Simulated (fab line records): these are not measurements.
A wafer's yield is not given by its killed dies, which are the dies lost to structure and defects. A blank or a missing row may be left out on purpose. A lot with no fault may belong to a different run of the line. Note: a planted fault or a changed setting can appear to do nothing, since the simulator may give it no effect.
fab line records -- flow nand-harc
record lots=13, wafers=39, last-day=24
route steps=1159 shown A_CONTACT@874 A_BONDPAD@1059 THIN_TSV@1148 END@1159
lots with no fault: from the same line, run without faults
start-h: hours from the record's first day to the start of the lot's first wafer shown -- wait-h: hours since the lot's step before -- " unchanged from the row above -- L1.1+2: one row covering several wafers at once -- - value missing, or start not given -- * or withheld: withheld -- < > ~ a bound
route shown NAME@n: NAME is a module with steps in the file, n the number in the route of the first one -- usual: the fault-free wafers' mean and standard deviation -- same: alike in all rows -- chamber/n: place in a boat -- sites: the reading at each site -- _std_site: how widely they spread, as a standard deviation -- _edge_site: mean of outer sites minus mean of inner sites -- radius-mm: for every site, how far away it sits from the centre of the wafer -- mask NAME#n: copy n -- behind: the last tool/chamber to shape the wafer -- hold: why the lot went on hold/how many hours it stayed there/how the hold came to an end -- device: the n, p or np transistor that did not switch -- end of line: at the end of the route, the tests of the same wafers -- a step given without rows: its recipe and nothing more -- killed: the dies lost at the first sort to structure and to defects; this is not the yield of the wafer -- map: per-die view of a wafer (x killed, . not killed, _ where there is no die)
set.NAME: setting as actually run; set.NAME@STEP: the setting as run at that earlier step -- model.NAME: the simulator's own value behind a step, which no gauge read
steps of the route over a sample of lots; a table a step, a row a wafer
services: from which hour (start-h, from the record's first day; less than 0 if before it) a tool's chamber was out of use, for how many hours, and why
## steps
# step NHARC_A_CONTACT_ETCH_123
# recipe source-w=withheld, pressure-mtorr=20, bias-v=400, time-s=253, target-depth-a=10900, ar-flow-sccm=withheld, c4f8-flow-sccm=11.5, o2-flow-sccm=7.2, chemistry=C4F8/O2/Ar
lot.wafer,tool,chamber,start-h,wait-h,rf-hours-counter-h
L819.4,har-cap-etch-03,0,359.92,0.2,-
L819.6,har-cap-etch-03,0,359.92,0.2,-
L819.5,har-cap-etch-03,1,359.92,0.2,-
L822.1,har-cap-etch-03,1,375.26,0.1,80
L822.2,har-cap-etch-03,0,375.26,0.1,80
L822.6,har-cap-etch-03,0,375.26,0.1,-
L821.1,har-cap-etch-01,0,375.33,0.1,59
L821.4,har-cap-etch-01,0,375.33,0.1,-
L821.3,har-cap-etch-01,1,375.33,0.1,-
L824.2,har-cap-etch-01,1,383.81,0.1,60
L824.6,har-cap-etch-01,0,383.81,0.1,-
L824.5,har-cap-etch-01,1,383.81,0.1,-
L820.4,har-cap-etch-02,1,384.49,0.2,-
L820.6,har-cap-etch-02,1,384.49,0.2,-
L820.5,har-cap-etch-02,0,384.49,0.2,-
L825.3,har-cap-etch-02,1,415.26,0.2,-
L825.6,har-cap-etch-02,1,415.26,0.2,-
L825.5,har-cap-etch-02,0,415.26,0.2,-
L826.2,har-cap-etch-01,0,417.25,0.1,65
L826.4,har-cap-etch-01,0,417.25,0.1,-
L826.6,har-cap-etch-01,1,417.25,0.1,-
L829.1,har-cap-etch-02,1,429.96,0.1,19
L829.2,har-cap-etch-02,0,429.96,0.1,19
L829.3,har-cap-etch-02,1,429.96,0.1,-
L830.1,har-cap-etch-02,1,433.36,0.1,20
L830.3,har-cap-etch-02,1,433.36,0.1,-
L830.6,har-cap-etch-02,0,433.36,0.1,-
L831.1,har-cap-etch-03,1,449.33,0.1,94
L831.2,har-cap-etch-03,0,449.33,0.1,94
L831.6,har-cap-etch-03,1,449.33,0.1,-
L832.1,har-cap-etch-02,1,450.97,0.1,23
L832.6,har-cap-etch-02,1,450.97,0.1,-
L832.5,har-cap-etch-02,0,450.97,0.1,-
L841.2,har-cap-etch-03,0,507.00,0.2,105
L841.4,har-cap-etch-03,1,507.00,0.2,-
L841.6,har-cap-etch-03,0,507.00,0.2,-
L842.2,har-cap-etch-03,0,513.85,0.2,107
L842.4,har-cap-etch-03,1,513.85,0.2,-
L842.5,har-cap-etch-03,0,513.85,0.2,-
# step NHARC_A_BONDPAD_DEP_00
# recipe target-thk-a=2500, temp-c=370, target-thk-nm=250, pressure-torr=3, flow-sccm=200, rf-w=450, material=SiCN
# usual heater-power-w=587/76, showerhead-vpp-V=1323/83, susceptor-temp-C=370.00/0.23
lot.wafer,tool,chamber,start-h,wait-h,heater-power-w,showerhead-vpp-V,susceptor-temp-C
L819.4,pecvd-01,1,-,-,530,1226,369.91
L819.5,pecvd-01,2,-,-,663,1322,370.27
L819.6,pecvd-01,0,-,-,644,1239,369.78
L822.2,pecvd-04,1,407.95,-,492,1460,370.09
L822.1,pecvd-04,0,407.95,-,493,1262,370.19
L822.6,pecvd-04,2,407.95,-,718,1409,370.17
L821.1,pecvd-03,2,411.23,-,570,1215,370.20
L821.3,pecvd-03,0,411.23,-,583,1289,370.07
L821.4,pecvd-03,1,411.23,-,565,1324,369.96
L824.2,pecvd-03,0,412.63,-,636,1276,369.76
L824.6,pecvd-03,2,412.63,-,623,1224,370.24
L824.5,pecvd-03,1,412.63,-,555,1317,369.68
L820.4,pecvd-04,0,418.07,-,502,1285,370.12
L820.6,pecvd-04,1,418.07,-,570,1470,369.68
L820.5,pecvd-04,2,418.07,-,663,1405,369.94
L825.3,pecvd-04,1,450.53,-,588,1447,370.08
L825.6,pecvd-04,2,450.53,-,621,1375,369.86
L825.5,pecvd-04,1,450.53,-,611,1443,370.01
L826.2,pecvd-04,0,451.11,-,485,1272,370.07
L826.4,pecvd-04,2,451.11,-,675,1410,369.82
L826.6,pecvd-04,0,451.11,-,508,1264,370.07
L829.1,pecvd-03,0,-,-,606,1303,369.87
L829.2,pecvd-03,1,-,-,543,1352,370.02
L829.3,pecvd-03,2,-,-,641,1218,370.17
L830.3,pecvd-03,2,468.79,-,665,1211,370.03
L830.1,pecvd-03,0,468.79,-,564,1307,370.11
L830.6,pecvd-03,1,468.79,-,529,1349,369.56
L832.1,pecvd-04,1,486.08,-,616,1463,369.94
L832.6,pecvd-04,2,486.08,-,626,1406,370.31
L832.5,pecvd-04,1,486.08,-,495,1472,370.18
L831.2,pecvd-04,0,486.85,-,512,1271,370.65
L831.1,pecvd-04,1,486.85,-,590,1441,370.04
L831.6,pecvd-04,1,486.85,-,604,1478,370.51
L841.2,pecvd-01,2,540.88,-,627,1305,370.01
L841.4,pecvd-01,2,540.88,-,629,1290,370.26
L841.6,pecvd-01,1,540.88,-,536,1232,370.18
L842.2,pecvd-01,2,551.89,-,695,1329,369.90
L842.4,pecvd-01,0,551.89,-,649,1238,369.82
L842.5,pecvd-01,1,551.89,-,568,1227,369.82
# step NHARC_A_BONDPAD_DESCUM_11
# recipe time-s=3, o2-flow-sccm=200, ar-flow-sccm=0, bias-power-w=0, chemistry=O2
# usual drypump-motor-current-A=5.5/0.41, oes-product-au=1.000/0.0085, rf-vpp-V=57.9/0.75, showerhead-plenum-p-Torr=1.93/0.091, throttle-valve-pct=11.311/0.0093
lot.wafer,tool,chamber,start-h,wait-h,drypump-motor-current-A,oes-product-au,rf-hours-counter-h,rf-vpp-V,showerhead-plenum-p-Torr,throttle-valve-pct
L819.4,rie-diel-10,3,401.01,-,5.6,0.996,2,58.0,1.93,11.318
L819.6,rie-diel-10,2,401.01,-,5.2,1.003,-,57.5,2.06,11.323
L819.5,rie-diel-10,3,401.01,-,5.6,0.993,-,58.6,1.93,11.314
L822.1,rie-diel-01,0,409.60,-,5.3,0.985,16,58.3,1.96,11.322
L822.2,rie-diel-01,1,409.60,-,5.7,0.983,15,57.3,1.98,11.304
L822.6,rie-diel-01,3,409.60,-,5.6,1.002,-,58.4,1.99,11.310
L821.1,rie-diel-10,2,412.65,-,5.3,1.003,2,58.1,2.06,11.323
L821.3,rie-diel-10,3,412.65,-,5.6,0.999,2,57.0,1.93,11.321
L821.4,rie-diel-10,1,412.65,-,5.0,1.019,-,58.7,1.86,11.314
L824.2,rie-diel-03,1,414.02,-,6.4,1.005,4,56.7,1.78,11.305
L824.5,rie-diel-03,0,414.02,-,5.3,1.008,-,58.7,2.08,11.307
L824.6,rie-diel-03,1,414.02,-,6.4,1.004,-,56.7,1.78,11.319
L820.4,rie-diel-10,3,419.38,-,5.6,0.995,3,58.2,1.93,11.303
L820.6,rie-diel-10,2,419.38,-,5.3,1.003,-,59.1,2.06,11.319
L820.5,rie-diel-10,3,419.38,-,5.6,0.991,-,57.0,1.93,11.303
L825.3,rie-diel-10,1,451.77,-,5.0,1.006,4,57.7,1.86,11.323
L825.6,rie-diel-10,2,451.77,-,5.2,1.010,-,58.6,2.06,11.308
L825.5,rie-diel-10,3,451.77,-,5.6,0.992,-,57.7,1.93,11.317
L826.2,rie-diel-10,1,452.45,-,5.0,1.010,4,57.9,1.86,11.311
L826.4,rie-diel-10,3,452.45,-,5.6,0.993,4,57.0,1.93,11.328
L826.6,rie-diel-10,2,452.45,-,5.2,1.004,-,58.4,2.06,11.316
L829.2,rie-diel-10,2,469.45,-,5.2,1.003,5,58.7,2.06,11.309
L829.1,rie-diel-10,0,469.45,-,5.3,1.009,4,57.6,1.85,11.312
L829.3,rie-diel-10,1,469.45,-,5.0,1.003,5,56.1,1.86,11.318
L830.3,rie-diel-01,3,470.26,-,5.6,1.000,25,58.0,1.99,11.318
L830.1,rie-diel-01,0,470.26,-,5.3,0.990,30,58.1,1.95,11.310
L830.6,rie-diel-01,2,470.26,-,5.6,0.989,-,57.1,1.79,11.321
L832.1,rie-diel-10,0,487.45,-,5.3,0.999,5,59.1,1.85,11.320
L832.6,rie-diel-10,2,487.45,-,5.2,1.012,-,57.7,2.06,11.303
L832.5,rie-diel-10,3,487.45,-,5.6,1.003,-,58.5,1.93,11.305
L831.1,rie-diel-01,3,488.17,-,5.6,0.989,29,57.7,1.99,11.339
L831.2,rie-diel-01,2,488.17,-,5.6,0.980,33,58.6,1.79,11.315
L831.6,rie-diel-01,3,488.17,-,5.6,0.997,-,58.5,1.99,11.313
L841.2,rie-diel-10,3,542.40,-,5.5,0.999,0,58.8,1.93,11.315
L841.4,rie-diel-10,1,542.40,-,5.0,1.015,0,57.6,1.86,11.304
L841.6,rie-diel-10,2,542.40,-,5.2,1.012,-,58.8,2.06,11.316
L842.4,rie-diel-10,3,553.24,-,5.6,0.996,0,57.6,1.92,11.303
L842.2,rie-diel-10,1,553.24,-,5.0,1.006,0,56.8,1.86,11.322
L842.5,rie-diel-10,3,553.24,-,5.6,1.005,-,56.5,1.92,11.301
# step NHARC_THIN_TSV_CD_MEAS_33
# recipe target-cd-nm=5000, landing-energy-ev=500
# usual cd-nm=5000.0/1.5
lot.wafer,tool,chamber,start-h,wait-h,cd-nm
L819.4,cd-sem-03,0,425.27,-,4998.6
L819.5,cd-sem-03,0,425.27,-,4997.1
L819.6,cd-sem-03,0,425.27,-,4998.7
L822.1,cd-sem-02,0,431.18,-,5000.8
L822.2,cd-sem-02,0,431.18,-,5000.7
L822.6,cd-sem-02,0,431.18,-,5000.1
L821.1,cd-sem-03,0,432.15,-,5001.0
L821.3,cd-sem-03,0,432.15,-,5001.8
L821.4,cd-sem-03,0,432.15,-,5002.3
L824.2,cd-sem-03,0,435.08,-,5003.1
L824.5,cd-sem-03,0,435.08,-,5002.2
L824.6,cd-sem-03,0,435.08,-,5002.0
L820.4,cd-sem-02,0,441.17,-,5002.2
L820.5,cd-sem-02,0,441.17,-,5001.1
L820.6,cd-sem-02,0,441.17,-,5001.9
L826.2,cd-sem-01,0,472.81,-,5000.8
L826.4,cd-sem-01,0,472.81,-,4999.8
L826.6,cd-sem-01,0,472.81,-,5001.1
L825.3,cd-sem-02,0,474.35,-,4997.1
L825.5,cd-sem-02,0,474.35,-,4999.4
L825.6,cd-sem-02,0,474.35,-,4998.2
L830.1,cd-sem-02,0,491.22,-,5000.4
L830.3,cd-sem-02,0,491.22,-,5000.8
L830.6,cd-sem-02,0,491.22,-,5001.2
L829.1,cd-sem-02,0,492.01,-,4999.9
L829.2,cd-sem-02,0,492.01,-,5000.2
L829.3,cd-sem-02,0,492.01,-,4999.8
L832.1,cd-sem-02,0,508.39,-,5000.0
L832.5,cd-sem-02,0,508.39,-,5001.2
L832.6,cd-sem-02,0,508.39,-,4998.1
L831.1,cd-sem-02,0,509.80,-,4997.2
L831.2,cd-sem-02,0,509.80,-,4999.2
L831.6,cd-sem-02,0,509.80,-,4999.8
L841.2,cd-sem-01,0,563.72,-,4997.0
L841.4,cd-sem-01,0,563.72,-,4997.6
L841.6,cd-sem-01,0,563.72,-,5000.1
L842.2,cd-sem-03,0,575.67,-,4998.2
L842.4,cd-sem-03,0,575.67,-,5000.5
L842.5,cd-sem-03,0,575.67,-,4999.6
# step NHARC_END_SORT_01
# recipe temp-c=25
# usual killed-at-array=27/11, killed-at-other=0.8/1.1, killed-at-periphery=2.8/1.9, killed-dies=30/11, killed-open=3.3/1.8, killed-short=2.3/1.5
# same gross-dies=677
lot.wafer,tool,chamber,start-h,wait-h,killed-at-array,killed-at-other,killed-at-periphery,killed-dies,killed-open,killed-short
L830.1,prober-01,0,503.45,2.5,116,0,3,119,3,2
L830.3,prober-01,0,505.05,3.1,108,0,1,109,2,1
L830.6,prober-01,0,507.44,4.0,18,0,5,23,5,3
L829.1,prober-02,0,503.47,2.5,115,0,1,116,2,0
L829.2,prober-02,0,504.28,2.8,16,0,7,23,4,2
L829.3,prober-02,0,505.08,3.1,120,0,5,125,4,2
L832.1,prober-01,0,517.43,2.5,128,1,2,131,4,1
L832.5,prober-01,0,520.62,3.7,31,2,5,38,5,4
L832.6,prober-01,0,521.42,4.0,120,2,2,124,4,3
# killed by level:class
L830.1 A_CONTACT:unspecified=101 A_CHANNEL_HOLE_D1:chamber-film-flake=7 A_CONTACT:chamber-film-flake=2 A_STAIRCASE:chamber-film-flake=2 P_CONTACT:geometric-particle:open=1 P_M0:geometric-particle:short=1 A_CHANNEL_HOLE_D1:geometric-particle:open=1 A_CHANNEL_FILL_D1:geometric-particle:short=1
L829.1 A_CONTACT:unspecified=105 A_CONTACT:chamber-film-flake=4 A_STAIRCASE:chamber-film-flake=2 A_CONTACT:geometric-particle:open=1 A_M0:geometric-particle:open=1 P_ZERO_WELL:chamber-film-flake=1 A_CHANNEL_HOLE_D1:chamber-film-flake=1 A_SLIT:chamber-film-flake=1
L829.2 A_SLIT:chamber-film-flake=6 P_ZERO_WELL:chamber-film-flake=5 A_CONTACT:geometric-particle:open=2 A_CHANNEL_HOLE_D1:chamber-film-flake=2 A_CONTACT:chamber-film-flake=2 P_CONTACT:geometric-particle:open=1 P_M0:geometric-particle:short=1 A_WL_FILL:geometric-particle:open=1
L830.3 A_CONTACT:unspecified=95 A_CHANNEL_HOLE_D1:chamber-film-flake=6 A_STAIRCASE:chamber-film-flake=3 A_CONTACT:chamber-film-flake=2 P_CONTACT:geometric-particle:open=1 A_CONTACT:geometric-particle:short=1 A_M0:geometric-particle:open=1
L829.3 A_CONTACT:unspecified=97 A_SLIT:chamber-film-flake=9 P_ZERO_WELL:chamber-film-flake=4 A_STAIRCASE:chamber-film-flake=3 A_WL_FILL:chamber-film-flake=3 A_ZERO_WELL:chamber-film-flake=2 A_ONON_D1:geometric-particle:open=1 A_CHANNEL_HOLE_D1:geometric-particle:open=1
L830.6 A_CHANNEL_HOLE_D1:chamber-film-flake=9 A_CONTACT:chamber-film-flake=3 P_M0:geometric-particle:open=2 A_M0:geometric-particle:open=2 P_GATE:geometric-particle:short=1 P_CONTACT:geometric-particle:short=1 A_CHANNEL_FILL_D1:geometric-particle:open=1 A_CONTACT:geometric-particle:short=1
L832.1 A_CONTACT:unspecified=95 A_CHANNEL_HOLE_D1:chamber-film-flake=20 A_SLIT:chamber-film-flake=5 A_CONTACT:chamber-film-flake=3 P_STI:geometric-particle:short=1 A_CONTACT:geometric-particle:open=1 A_BLC:geometric-particle:open=1 A_M0:geometric-particle:open=1
L832.5 A_CHANNEL_HOLE_D1:chamber-film-flake=11 A_SLIT:chamber-film-flake=8 A_CHANNEL_FILL_D1:geometric-particle:short=3 P_ZERO_WELL:chamber-film-flake=3 P_M0:geometric-particle:open=2 A_WL_FILL:chamber-film-flake=2 A_CONTACT:chamber-film-flake=2 A_BLC:geometric-particle:short=1
L832.6 A_CONTACT:unspecified=97 A_CHANNEL_HOLE_D1:chamber-film-flake=11 A_SLIT:chamber-film-flake=3 THIN_TSV:chamber-film-flake=2 P_GATE:geometric-particle:open=1 A_ONON_D1:geometric-particle:short=1 A_ONON_D1:geometric-particle:open=1 A_STAIRCASE:geometric-particle:short=1
## services
tool,chamber,start-h,hours,kind
har-cap-etch-02,-,339.34,0.3,repair
pecvd-01,0,345.41,3.6,repair
rie-diel-10,-,353.50,9.0,pm
pecvd-04,-,360.38,0.3,repair
pecvd-04,-,376.21,13.0,pm
pecvd-01,-,389.82,0.6,repair
rie-diel-03,-,392.45,9.0,pm
rie-diel-10,0,411.03,5.3,repair
pecvd-01,-,418.60,13.0,pm
har-cap-etch-01,-,436.51,0.9,repair
rie-diel-01,3,442.07,24.2,repair
rie-diel-03,0,444.31,9.1,repair
pecvd-01,0,451.17,21.6,repair
rie-diel-03,2,466.36,3.2,repair
pecvd-03,2,472.87,4.5,repair
pecvd-03,-,473.05,13.0,pm
pecvd-01,-,479.79,0.8,repair
rie-diel-01,-,491.83,9.0,pm
rie-diel-10,3,529.19,8.0,repair
pecvd-04,-,529.59,1.3,repair
rie-diel-10,-,530.55,9.0,pm
pecvd-01,0,537.33,4.4,repair
har-cap-etch-03,-,546.06,17.0,pm
rie-diel-01,1,553.25,16.9,repair
## key
first-sign step=NHARC_END_SORT_01, reading=killed-at-array, direction=up, sigmas=8.4, usual=27, struck=118
effect step=NHARC_END_SORT_01, reading=killed-dies, direction=up, sigmas=8.2, usual=30, struck=121
more-kills-born-at NHARC_A_CONTACT_ETCH_123@har-cap-etch-02=590
met-at NHARC_A_CONTACT_ETCH_123
struck-lots L829,L830,L832
struck-wafers L829.1,L829.3,L830.1,L830.3,L832.1,L832.6
tester-left-out L829,L830,L832
not-acting-at NHARC_A_BONDPAD_DEP_00,NHARC_A_BONDPAD_DESCUM_11,NHARC_THIN_TSV_CD_MEAS_33
onset-between 415.26 429.96
fault kind=chamber-particle-source, tool=har-cap-etch-02, chamber=1, onset-h=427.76, steps=NHARC_A_CONTACT_ETCH_123, rate-per-visit-cm2=1.6518, end-h=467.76
# tester-left-out: of these lots the tester's yield and bins aren't shown, on N5 and GAA mostly nor the transistor test; their killed dies are dies lost to structure and defects alone, not to doping, threshold or leakage, so they don't give the yield
